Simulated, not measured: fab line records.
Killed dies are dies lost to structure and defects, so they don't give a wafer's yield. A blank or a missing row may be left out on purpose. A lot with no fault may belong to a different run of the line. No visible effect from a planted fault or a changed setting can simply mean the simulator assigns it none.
A lot that was struck, set against a sound lot || flow nand harc || 44 steps out of a route of 1159
Sound: the wafers L435.3, L435.4, L435.6. Struck: wafer L445.4 (L445.3, L445.5, from the same lot, were not struck and are left out); the cause is given at the end.
Each step with rows lists, per side, the tool, then ch with its chambers, then its first start. Under that, the readings that differ: sound wafers || struck wafers || difference of the means || sigmas: that difference in standard deviations of wafers without a fault.
alike: same words and numbers on both sides, and readings whose means sit less than 2 such deviations apart. not compared: any withheld reading, any reading some wafer has no value for, any bound like >300 that may hide the same value, and any number with overlapping values for which the record gives no deviation.
The two part at a step that has a row with sigmas, a row that says differs or no value, or rows on one side only. Numbers that don't overlap but have no deviation are shown without sigmas and don't part them. A reading that every wafer of one side lacks parts them only if that side has two wafers or more.

first, 4 steps without rows for these wafers: NHARC_P_GATE_EBR_22; NHARC_P_GATE_EXPOSE_23 (exposes mask P GATE, target cd 120 nm); NHARC_P_GATE_PEB_24 (peb time 65 s); NHARC_P_GATE_DEVELOP_25 (develop time 35 s).
NHARC_P_GATE_CD_MEAS_26: target cd 120 nm.
  sound on cd sem-02 ch 0, day 6 07:58; struck on cd sem-03 ch 0, day 7 20:53
  alike: cd nm
NHARC_P_GATE_OVL_MEAS_27:
  sound on overlay-02 at day 6 08:02; struck on overlay-01 at day 7 20:59
{"reading": "overlay x nm (nm)", "sound": "-0.8 -1.0 -1.0", "struck": 0.8, "difference": "+1.7", "sigmas": "+2"}
  alike: overlay y nm
NHARC_P_GATE_INSPECT_28:
  sound on defect inspect-01 at day 6 08:05; struck on defect inspect-01 at day 7 21:01
  alike: raw defect count
NHARC_P_GATE_DESCUM_31: chemistry O2, time 3 s.
  sound on rie diel-06 ch 0,1,2, day 6 08:21; struck on rie diel-06 ch 3, day 7 21:07
  alike: drypump motor current A, oes product au, rf vpp V, showerhead plenum p Torr, throttle valve pct
  not compared: rf hours counter h
then, 1 step without rows for these wafers: NHARC_P_GATE_ETCH_104 (etches the open film in CF4/CHF3, target depth 60 nm).
NHARC_P_GATE_HM_OPEN_105: chemistry O2/COS, target depth 360 nm.
  sound on rie diel-06 ch 1,3; struck on rie diel-06 ch 1
  alike: drypump motor current A, oes product au, rf vpp V, showerhead plenum p Torr, throttle valve pct
  not compared: rf hours counter h
then, 2 steps without rows for these wafers: NHARC_P_GATE_STRIP_106 (strips in O2/COS); NHARC_P_GATE_ETCH_114 (etches the open film in CF4/O2, target depth 30 nm, overetch 3 nm, time 16.5 s).
NHARC_P_GATE_ETCH_32: etches the open film in HBr/Cl2, target depth 150 nm, time 100.1 s.
  sound on rie si-04 ch 0,2, day 6 09:17; struck on rie si-04 ch 0, day 7 21:56
  alike: drypump motor current A, hbr flow sccm, oes product au, throttle valve pct
  not compared: rf hours counter h
then, 1 step without rows for these wafers: NHARC_P_GATE_STRIP_108 (strips in O2).
NHARC_P_GATE_CD_MEAS_33:
  sound on cd sem-01 at day 6 09:38; struck on cd sem-03 at day 7 22:17
  alike: cd nm
then, 3 steps without rows for these wafers: NHARC_P_GATE_STRIP_35 (strips in SPM, time 600 s); NHARC_P_GATE_PRECLEAN_73 (cleans in SC1); NHARC_P_GATE_SRD_74.
NHARC_P_GATE_ALD_36: deposits SiNx, target thk 20 nm, pulse time 60 s, ald cycles 223.
  sound on ald sin-04 ch 1,2,3, day 7 07:35; struck on ald sin-02 ch 0, day 8 09:10
  alike: heater power w, precursor pulse height rel
NHARC_P_GATE_ETCHBACK_37: etches the open film in CHF3/O2, target depth 34.5 nm, time 17.2 s.
  sound on rie diel-06 ch 0,1,3; struck on rie diel-06 ch 0
  alike: drypump motor current A, oes product au, rf vpp V, showerhead plenum p Torr, throttle valve pct
  not compared: rf hours counter h
then, 13 steps without rows for these wafers: NHARC_P_GATE_STRIP_101 (strips in O2, time 20 s); NHARC_P_GATE_PRECLEAN_97 (cleans in SPM, time 600 s); NHARC_P_GATE_SRD_98; NHARC_P_GATE_PRECLEAN_99 (cleans in SC1); NHARC_P_GATE_SRD_100; NHARC_P_GATE_DEHYDRATE_38 (time 120 s); NHARC_P_GATE_HMDS_39 (time 30 s); NHARC_P_GATE_COAT_40; NHARC_P_GATE_SOFTBAKE_41 (time 95 s); NHARC_P_GATE_EBR_42; NHARC_P_GATE_EXPOSE_43 (exposes mask P NSD, target cd 720 nm); NHARC_P_GATE_PEB_44 (peb time 85 s); NHARC_P_GATE_DEVELOP_45 (time 70 s).
NHARC_P_GATE_CD_MEAS_46: target cd 720 nm.
  sound on cd sem-03 ch 0, day 7 16:03; struck on cd sem-02 ch 0, day 8 18:37
  alike: cd nm
then, 3 steps without rows for these wafers: NHARC_P_GATE_HARDBAKE_47 (time 80 s); NHARC_P_GATE_DESCUM_48 (chemistry O2, time 3 s); NHARC_P_GATE_IMPLANT_49.
NHARC_P_GATE_STRIP_111: strips in N2/H2, time 250 s.
  sound on plasma asher-01 ch 0,1, day 7 16:40; struck on plasma asher-01 ch 1, day 8 19:15
  alike: drypump motor current A, heater power w
  not compared: rf hours counter h
then, 4 steps without rows for these wafers: NHARC_P_GATE_STRIP_75 (strips in O2); NHARC_P_GATE_STRIP_50 (strips in SPM, time 900 s); NHARC_P_GATE_DEHYDRATE_51 (time 120 s); NHARC_P_GATE_HMDS_52 (time 30 s).
NHARC_P_GATE_INSPECT_68:
  sound on defect inspect-02 at day 7 22:58; struck on defect inspect-02 at day 9 01:46
{"reading": "raw defect count", "sound": "209 171 258", "struck": 624, "difference": "+411", "sigmas": "+7"}
-- break in the record here, with 18 days between the starts of the struck wafers on either side (left off in module P_GATE, picked up again in module END, where the first step shown is number 1159 on the route) --
NHARC_END_SORT_01:
  at this point the record logs the struck wafers (prober-02 ch 0, day 27 01:32) and has no rows for the sound ones

== WHERE THEY PART ==
Earliest at NHARC_P_GATE_OVL_MEAS_27; latest, in this record, at NHARC_END_SORT_01.

WHY: whatever the simulator had introduced
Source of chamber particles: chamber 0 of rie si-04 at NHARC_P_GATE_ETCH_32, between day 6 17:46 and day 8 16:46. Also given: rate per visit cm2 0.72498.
